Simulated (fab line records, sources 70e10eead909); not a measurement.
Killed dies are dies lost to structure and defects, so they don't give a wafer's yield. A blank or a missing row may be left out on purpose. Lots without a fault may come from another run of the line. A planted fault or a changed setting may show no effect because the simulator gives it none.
fab line records | flow nand_harc
record lots=7 wafers=19 last_day=33
route steps=1302 shown A_CONTACT@990 END@1302
lots that met no fault: from a run of the same line without faults
start_h: hours from the record's first day to the start of the lot's first wafer shown | wait_h: hours since the lot's step before | " the same as in the row above | L1.1+2: a row that stands for several wafers | - no value, or no start given | * or withheld: withheld | < > ~ a bound
route shown NAME@n: a module of which the file shows steps, and the number in the route of the first | usual: mean/standard deviation of fault-free wafers | same: alike in all rows | chamber/n: place in a boat | sites: the reading at each site | _std_site: their standard deviation | _edge_site: outer sites' mean less inner sites' | radius_mm: how far each site lies from the wafer's centre | mask NAME#n: copy n | behind: the tool/chamber that last shaped the wafer | hold: why the lot was held/for how many hours/how that ended | device: the transistor (n, p or np) that didn't switch | end of line: the same wafers' tests at the end of the route | a step without rows: its recipe alone | killed: dies lost to structure and defects at the first sort, not the wafer's yield | map: a wafer's dies, x killed, . not, _ none there
set.NAME: the setting as run; set.NAME@STEP: as run at that earlier step | model.NAME: the simulator's own value behind a step, which no gauge read
lots at some steps of the route; a table a step, a row a wafer
services: from which hour (start_h, from the record's first day; less than 0 if before it) a tool's chamber was out of use, for how many hours, and why
## steps
# step NHARC_A_CONTACT_COAT_35
# recipe temp_c=225 time_s=65
# step NHARC_A_CONTACT_COAT_36
# recipe spin_rpm=1500 resist_thk_nm=90
# step NHARC_A_CONTACT_SOFTBAKE_37
# recipe temp_c=105 time_s=55
# step NHARC_A_CONTACT_EBR_38
# step NHARC_A_CONTACT_EXPOSE_39
# recipe na=1.35 sigma_outer=0.8 dose_mj=58.79 mask_id=A_CC_3
# step NHARC_A_CONTACT_PEB_40
# recipe peb_temp_c=100 peb_time_s=65
# step NHARC_A_CONTACT_DEVELOP_41
# recipe develop_time_s=35 dev_temp_c=23
# step NHARC_A_CONTACT_CD_MEAS_42
# recipe target_cd_nm=300 landing_energy_ev=500
# usual cd_nm=300.1/0.53
# columns lot.wafer tool chamber start_h wait_h cd_nm
L601.2 cd_sem-01 0 506.14 - 300.6
L601.3 " 0 " " 300.7
L601.5 " 0 " " 300.4
L610.1 cd_sem-03 0 587.88 - 299.9
L610.3 " 0 " " 300.8
L610.6 " 0 " " 300.7
L617.1 cd_sem-03 0 677.80 - 300.1
L617.4 " 0 " " 299.5
L617.5 " 0 " " 300.5
L618.5 cd_sem-01 0 683.95 - 299.5
L618.6 " 0 " " 299.8
L619.1 cd_sem-02 0 686.21 - 300.4
L619.3 " 0 " " 300.2
L623.1 cd_sem-03 0 702.18 - 299.6
L623.5 " 0 " " 299.5
L623.6 " 0 " " 300.7
L624.3 cd_sem-03 0 715.86 - 299.5
L624.4 " 0 " " 300.4
L624.6 " 0 " " 300.3
# step NHARC_A_CONTACT_OVL_MEAS_43
# usual overlay_x_nm=0.0/0.77 overlay_y_nm=-0.3/0.76
# columns lot.wafer tool chamber start_h wait_h overlay_x_nm overlay_y_nm
L601.2 overlay-02 - 506.23 - -0.6 -1.0
L601.3 " - " " 0.1 -0.7
L601.5 " - " " -0.5 -0.7
L610.1 overlay-02 - 587.97 - 0.4 -0.5
L610.3 " - " " 0.1 -0.9
L610.6 " - " " -0.1 -0.5
L617.1 overlay-01 - 677.89 - 0.2 -0.8
L617.4 " - " " 0.0 0.1
L617.5 " - " " 0.0 0.2
L618.5 overlay-01 - 684.03 - -1.2 -1.9
L618.6 " - " " -1.2 -2.1
L619.1 overlay-01 - 686.30 - -0.1 0.1
L619.3 " - " " -0.1 0.2
L623.1 overlay-02 - 702.27 - -0.5 0.2
L623.5 " - " " -0.6 0.6
L623.6 " - " " -0.7 0.7
L624.3 overlay-02 - 715.95 - -0.3 1.2
L624.4 " - " " -0.3 0.7
L624.6 " - " " -0.4 0.6
# step NHARC_A_CONTACT_INSPECT_44
# usual raw_defect_count=78/38
# columns lot.wafer tool chamber start_h wait_h raw_defect_count
L601.2 defect_inspect-02 - 506.27 0.0 13
L601.3 " - " " 16
L601.5 " - " " 17
L610.1 defect_inspect-02 - 588.01 0.0 85
L610.3 " - " " 85
L610.6 " - " " 78
L617.1 defect_inspect-02 - 677.93 0.0 94
L617.4 " - " " 96
L617.5 " - " " 101
L618.5 defect_inspect-01 - 684.06 0.0 81
L618.6 " - " " 69
L619.1 defect_inspect-01 - 686.33 0.0 85
L619.3 " - " " 105
L623.1 defect_inspect-02 - 702.30 0.0 12
L623.5 " - " " 13
L623.6 " - " " 12
L624.3 defect_inspect-02 - 715.98 0.0 14
L624.4 " - " " 13
L624.6 " - " " 25
# step NHARC_A_CONTACT_DESCUM_47
# recipe time_s=3 o2_flow_sccm=200 ar_flow_sccm=0 bias_power_w=0 chemistry=O2
# usual drypump_motor_current_A=5.6/0.44 o2_flow_sccm=199.9/0.67 oes_product_au=0.997/0.015 rf_vpp_V=57.8/0.82 showerhead_plenum_p_Torr=1.93/0.093 throttle_valve_pct=11.312/0.01
# columns lot.wafer tool chamber start_h wait_h drypump_motor_current_A o2_flow_sccm oes_product_au rf_hours_counter_h rf_vpp_V showerhead_plenum_p_Torr throttle_valve_pct
L601.3 rie_diel-04 3 506.34 0.1 4.8 200.3 1.012 21 57.9 1.83 11.300
L601.2 " 0 " " 6.1 200.0 1.000 23 58.4 1.81 11.332
L601.5 " 2 " " 5.7 199.8 0.994 - 58.3 2.00 11.301
L610.1 rie_diel-02 1 588.07 0.1 5.6 200.5 1.007 5 58.5 2.06 11.294
L610.3 " 2 " " 5.9 199.9 1.017 3 56.9 1.97 11.312
L610.6 " 1 " " 5.6 200.0 1.006 - 58.4 2.06 11.313
L617.1 rie_diel-04 2 677.99 0.1 5.6 200.5 0.997 20 58.6 1.99 11.309
L617.4 " 1 " " 6.2 200.5 0.978 20 59.2 1.99 11.315
L617.5 " 3 " " 4.8 200.1 0.996 - 58.3 1.82 11.326
L618.5 rie_diel-04 0 684.16 0.1 6.1 199.7 1.010 - 56.5 1.80 11.316
L618.6 " 1 " " 6.2 199.3 0.974 - 58.5 1.99 11.316
L619.3 rie_diel-04 1 686.39 0.1 6.1 199.4 0.983 22 59.4 1.99 11.300
L619.1 " 0 " " 6.1 200.0 1.011 24 57.5 1.80 11.297
L623.1 rie_diel-03 0 702.39 0.1 5.2 199.1 0.990 17 58.3 2.05 11.317
L623.5 " 2 " " 5.4 200.2 0.984 - 57.7 1.91 11.303
L623.6 " 3 " " 5.6 199.3 1.020 - 57.2 1.87 11.304
L624.4 rie_diel-03 1 716.15 0.2 5.8 199.5 0.998 24 57.8 2.02 11.319
L624.3 " 2 " " 5.4 199.8 0.974 23 57.7 1.91 11.305
L624.6 " 1 " " 5.8 199.6 0.998 - 57.8 2.02 11.296
# step NHARC_A_CONTACT_ETCH_48
# recipe target_depth_a=390 over_etch_frac=0.3 time_s=65 ion_energy_ev=80 cf4_flow_sccm=150 ar_flow_sccm=0 rf_w=300 bias_w=100 chemistry=CF4
# usual cf4_flow_sccm=150.0/0.44 drypump_motor_current_A=5.6/0.45 oes_product_au=0.995/0.016 rf_vpp_V=151.4/1.3 run_length_s=86.3/0.48 showerhead_plenum_p_Torr=1.78/0.081 throttle_valve_pct=13.282/0.0095
# columns lot.wafer tool chamber start_h wait_h cf4_flow_sccm drypump_motor_current_A oes_product_au rf_hours_counter_h rf_vpp_V run_length_s showerhead_plenum_p_Torr throttle_valve_pct
L601.2 rie_diel-04 0 506.41 0.1 149.8 6.1 0.981 23 150.5 86.5 1.68 13.284
L601.3 " 1 " " 150.0 6.2 0.979 25 152.0 86.0 1.84 13.294
L601.5 " 1 " " 150.9 6.2 0.998 - 153.5 85.5 1.84 13.284
L610.3 rie_diel-02 0 588.16 0.1 149.8 5.8 0.972 5 154.7 85.9 1.91 13.279
L610.1 " 2 " " 150.1 5.9 1.016 3 152.0 86.3 1.81 13.303
L610.6 " 3 " " 149.9 5.2 0.979 - 149.9 87.1 1.76 13.291
L617.1 rie_diel-04 0 678.07 0.1 150.0 6.1 1.018 21 149.4 86.6 1.67 13.294
L617.4 " 1 " " 149.7 6.1 0.976 20 152.6 85.5 1.84 13.290
L617.5 " 1 " " 149.5 6.2 0.983 - 152.3 85.6 1.84 13.287
L618.5 rie_diel-04 1 684.23 0.1 150.5 6.2 0.984 - 152.5 85.7 1.84 13.283
L618.6 " 2 " " 150.9 5.6 1.001 - 151.1 87.0 1.83 13.263
L619.3 rie_diel-04 1 686.49 0.1 150.7 6.2 0.985 22 153.3 85.6 1.84 13.275
L619.1 " 2 " " 150.1 5.6 1.010 22 151.7 86.9 1.83 13.274
L623.1 rie_diel-03 3 702.51 0.1 150.8 5.6 1.029 16 151.1 86.2 1.73 13.266
L623.6 " 3 " " 150.1 5.6 1.023 - 151.3 86.0 1.73 13.279
L623.5 " 0 " " 149.8 5.2 0.996 - 151.8 86.3 1.89 13.258
L624.3 rie_diel-03 2 716.27 0.1 150.0 5.4 0.988 23 150.7 85.9 1.77 13.281
L624.4 " 0 " " 150.1 5.2 0.981 21 153.6 86.4 1.89 13.279
L624.6 " 2 " " 149.9 5.4 0.978 - 149.7 85.6 1.77 13.282
# step NHARC_A_CONTACT_ETCH_49
# recipe target_depth_a=2600 over_etch_frac=0.3 time_s=475.3 ion_energy_ev=200 n2_flow_sccm=150 h2_flow_sccm=150 ar_flow_sccm=0 rf_w=400 bias_w=150 chemistry=N2/H2
# usual drypump_motor_current_A=5.6/0.45 h2_flow_sccm=149.9/0.46 n2_flow_sccm=150.0/0.45 oes_product_au=0.995/0.015 rf_vpp_V=431.0/2.8 run_length_s=496.6/0.49 showerhead_plenum_p_Torr=2.06/0.1 throttle_valve_pct=14.172/0.0091
# columns lot.wafer tool chamber start_h wait_h drypump_motor_current_A h2_flow_sccm n2_flow_sccm oes_product_au rf_hours_counter_h rf_vpp_V run_length_s showerhead_plenum_p_Torr throttle_valve_pct
L601.2 rie_diel-04 1 506.54 - 6.2 150.3 150.4 0.997 25 434.6 495.7 2.14 14.167
L601.3 " 3 " " 4.8 149.3 150.2 1.010 21 428.7 497.0 1.95 14.195
L601.5 " 0 " " 6.1 149.8 149.9 0.987 - 427.1 496.8 1.92 14.181
L610.1 rie_diel-02 3 588.25 - 5.2 150.2 149.7 0.985 3 431.0 497.2 2.03 14.184
L610.3 " 0 " " 5.8 150.2 150.0 0.978 5 436.0 496.3 2.22 14.178
L610.6 " 0 " " 5.8 150.0 150.5 0.971 - 434.2 495.8 2.22 14.174
L617.1 rie_diel-04 3 678.17 - 4.8 149.6 149.8 0.986 20 427.6 395.3 1.94 14.168
L617.4 " 1 " " 6.2 148.9 150.2 0.973 20 431.6 495.9 2.13 14.173
L617.5 " 3 " " 4.8 149.6 149.8 0.992 - 427.7 496.6 1.94 14.178
L618.5 rie_diel-04 0 684.43 - 6.1 150.9 149.1 1.008 - 427.8 496.7 1.92 14.189
L618.6 " 1 " " 6.2 149.3 150.2 0.976 - 432.4 394.3 2.13 14.187
L619.3 rie_diel-04 2 686.57 - 5.6 149.5 150.3 1.012 22 433.2 497.5 2.12 14.185
L619.1 " 1 " " 6.2 149.7 149.5 0.994 22 433.2 394.1 2.13 14.165
L623.1 rie_diel-03 1 702.64 - 5.8 149.7 150.1 0.993 20 434.3 497.4 2.16 14.176
L623.6 " 0 " " 5.2 149.8 149.2 0.981 - 434.4 496.3 2.19 14.181
L623.5 " 1 " " 5.8 149.9 150.1 0.994 - 432.8 497.4 2.16 14.181
L624.4 rie_diel-03 2 716.90 - 5.4 149.6 150.3 0.986 24 431.5 495.7 2.04 14.173
L624.3 " 3 " " 5.6 149.5 150.1 1.009 21 430.1 496.2 1.99 14.161
L624.6 " 3 " " 5.6 149.3 149.3 1.005 - 428.6 496.3 1.99 14.169
# step NHARC_A_CONTACT_ETCH_50
# recipe target_depth_a=1210 time_s=60.5 cf4_flow_sccm=100 chf3_flow_sccm=30 ar_flow_sccm=0 rf_w=500 bias_w=200 chemistry=CF4/CHF3
# usual cf4_flow_sccm=100.07/0.29 drypump_motor_current_A=5.6/0.46 oes_product_au=0.949/0.021 rf_vpp_V=371.0/2.6 run_length_s=81.8/0.49 showerhead_plenum_p_Torr=1.59/0.074 throttle_valve_pct=16.802/0.0081
# columns lot.wafer tool chamber start_h wait_h cf4_flow_sccm drypump_motor_current_A oes_product_au rf_hours_counter_h rf_vpp_V run_length_s showerhead_plenum_p_Torr throttle_valve_pct
L601.2 rie_diel-04 0 - - 99.39 6.1 0.972 23 366.2 82.0 1.49 16.801
L601.3 " 1 " " 99.84 6.2 0.960 25 373.3 81.3 1.64 16.793
L601.5 " 1 " " 99.96 6.2 0.960 - 373.2 81.3 1.64 16.797
L610.3 rie_diel-02 2 - - 100.50 5.9 0.960 3 370.9 81.9 1.61 16.812
L610.1 " 3 " " 100.12 5.2 0.956 3 370.6 82.5 1.57 16.803
L610.6 " 0 " " 100.04 5.8 0.942 - 375.2 81.1 1.70 16.796
L617.1 rie_diel-04 3 - - 100.35 4.8 0.963 21 368.4 81.8 1.50 16.798
L617.4 " 0 " " 100.12 6.1 0.986 22 367.6 82.3 1.49 16.801
L617.5 " 3 " " 100.21 4.8 0.965 - 367.7 82.2 1.50 16.818
L618.5 rie_diel-04 0 - - 100.14 6.1 0.962 - 368.5 81.9 1.49 16.813
L618.6 " 1 " " 99.53 6.1 0.940 - 372.6 81.1 1.64 16.794
L619.1 rie_diel-04 2 - - 100.00 5.6 0.966 22 372.8 82.3 1.63 16.792
L619.3 " 3 " " 100.66 4.8 0.969 23 368.7 82.0 1.50 16.808
L623.1 rie_diel-03 0 - - 99.67 5.2 0.937 18 373.8 82.2 1.68 16.803
L623.6 " 2 " " 100.74 5.4 0.937 - 371.4 80.9 1.57 16.800
L623.5 " 3 " " 100.21 5.6 0.959 - 370.1 81.3 1.54 16.813
L624.3 rie_diel-03 1 - - 100.50 5.8 0.941 25 373.1 81.9 1.66 16.804
L624.4 " 0 " " 100.33 5.2 0.920 22 374.2 82.1 1.68 16.783
L624.6 " 2 " " 100.35 5.4 0.923 - 370.7 81.1 1.57 16.806
# step NHARC_END_SORT_01
# recipe temp_c=25
# usual killed_at_array=61/24 killed_at_other=1.2/1.3 killed_at_periphery=3.7/2.6 killed_dies=66/23 killed_open=3.3/1.8 killed_short=2.4/1.6
# same gross_dies=677
# columns lot.wafer tool chamber start_h wait_h killed_at_array killed_at_other killed_at_periphery killed_dies killed_open killed_short
L610.1 prober-01 0 656.48 2.5 54 3 0 57 4 2
L610.3 prober-01 0 658.08 3.1 67 0 0 67 5 1
L610.6 prober-01 0 660.47 4.0 50 3 0 53 2 3
L617.1 prober-02 0 749.99 2.5 76 0 2 78 2 2
L619.1 prober-01 0 769.30 2.5 73 2 7 82 5 1
L619.3 prober-01 0 770.91 3.1 74 0 1 75 3 1
# killed by level:class
L610.1 A_SLIT:chamber_film_flake=25 A_CHANNEL_HOLE_D2:chamber_film_flake=16 THIN_TSV:chamber_film_flake=3 A_CHANNEL_HOLE_D1:chamber_film_flake=2 A_STAIRCASE:chamber_film_flake=2 A_SOURCE_PLATE:geometric_particle:open=1 A_SOURCE_PLATE:geometric_particle:short=1 A_CHANNEL_FILL_D1:geometric_particle:open=1
L610.3 A_SLIT:chamber_film_flake=32 A_CHANNEL_HOLE_D2:chamber_film_flake=18 A_CHANNEL_HOLE_D1:chamber_film_flake=7 A_CONTACT:chamber_film_flake=3 A_ONON_D2:geometric_particle:open=2 A_SOURCE_PLATE:geometric_particle:open=1 A_ONON_D2:geometric_particle:short=1 A_BLC:geometric_particle:open=1
L610.6 A_SLIT:chamber_film_flake=25 A_CHANNEL_HOLE_D2:chamber_film_flake=14 THIN_TSV:chamber_film_flake=3 A_CHANNEL_FILL_D2:geometric_particle:short=2 A_STAIRCASE:chamber_film_flake=2 A_ONON_D2:geometric_particle:short=1 A_CHANNEL_FILL_D2:geometric_particle:open=1 A_WL_FILL:geometric_particle:open=1
L617.1 A_CHANNEL_HOLE_D2:chamber_film_flake=29 A_CHANNEL_HOLE_D1:chamber_film_flake=26 A_CONTACT:area_etch=9 A_STAIRCASE:chamber_film_flake=3 P_M2:chamber_film_flake=2 A_SLIT:chamber_film_flake=2 A_CONTACT:chamber_film_flake=2 A_ONON_D2:geometric_particle:open=1
L619.1 A_CHANNEL_HOLE_D1:chamber_film_flake=29 A_CHANNEL_HOLE_D2:chamber_film_flake=21 A_CONTACT:area_etch=8 P_GATE:chamber_film_flake=5 A_SLIT:chamber_film_flake=4 A_CONTACT:chamber_film_flake=4 A_STAIRCASE:chamber_film_flake=2 THIN_TSV:chamber_film_flake=2
L619.3 A_CHANNEL_HOLE_D2:chamber_film_flake=29 A_CHANNEL_HOLE_D1:chamber_film_flake=27 A_SLIT:chamber_film_flake=7 A_CONTACT:chamber_film_flake=7 A_CHANNEL_FILL_D1:geometric_particle:open=2 P_CONTACT:geometric_particle:open=1 A_M0:geometric_particle:short=1 A_CHANNEL_FILL_D2:chamber_film_flake=1
## services
# columns tool chamber start_h hours kind
rie_diel-04 0 486.46 - clean
rie_diel-04 1 486.46 - clean
rie_diel-04 2 486.46 - clean
rie_diel-04 3 486.46 - clean
rie_diel-04 0 510.96 - clean
rie_diel-04 1 510.96 - clean
rie_diel-04 2 510.96 - clean
rie_diel-04 3 510.96 - clean
rie_diel-03 3 517.78 17.8 repair
rie_diel-04 - 531.90 9.0 pm
rie_diel-04 0 531.90 9.0 vent_cycle
rie_diel-04 1 531.90 9.0 vent_cycle
rie_diel-04 2 531.90 9.0 vent_cycle
rie_diel-04 3 531.90 9.0 vent_cycle
rie_diel-04 0 540.90 - clean
rie_diel-04 0 540.90 - consumable_replace:focus_ring
rie_diel-04 1 540.90 - clean
rie_diel-04 2 540.90 - clean
rie_diel-04 3 562.59 3.2 repair
rie_diel-02 - 570.78 9.0 pm
rie_diel-03 - 634.91 1.3 repair
rie_diel-03 - 636.26 9.0 pm
rie_diel-02 1 663.83 8.8 repair
rie_diel-04 - 708.93 9.0 pm
## key
first_sign step=NHARC_A_CONTACT_ETCH_49 reading=run_length_s direction=down sigmas=99+ usual=* struck=*
effect none on later readings
met_at NHARC_A_CONTACT_ETCH_49
struck_wafers L617.1,L618.6,L619.1
tester_left_out L617,L618,L619
onset_between 506.54 678.17
fault kind=process_parameter_drift tool=rie_diel-04 chamber=- onset_h=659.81 steps=NHARC_A_CONTACT_ETCH_49 channel=time_s offset=* shape=step end_h=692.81 scope=struck_wafers_only acts_in=* stated=*
# tester_left_out: of these lots the tester's yield and bins aren't shown, on N5 and GAA mostly nor the transistor test; their killed dies are dies lost to structure and defects alone, not to doping, threshold or leakage, so they don't give the yield
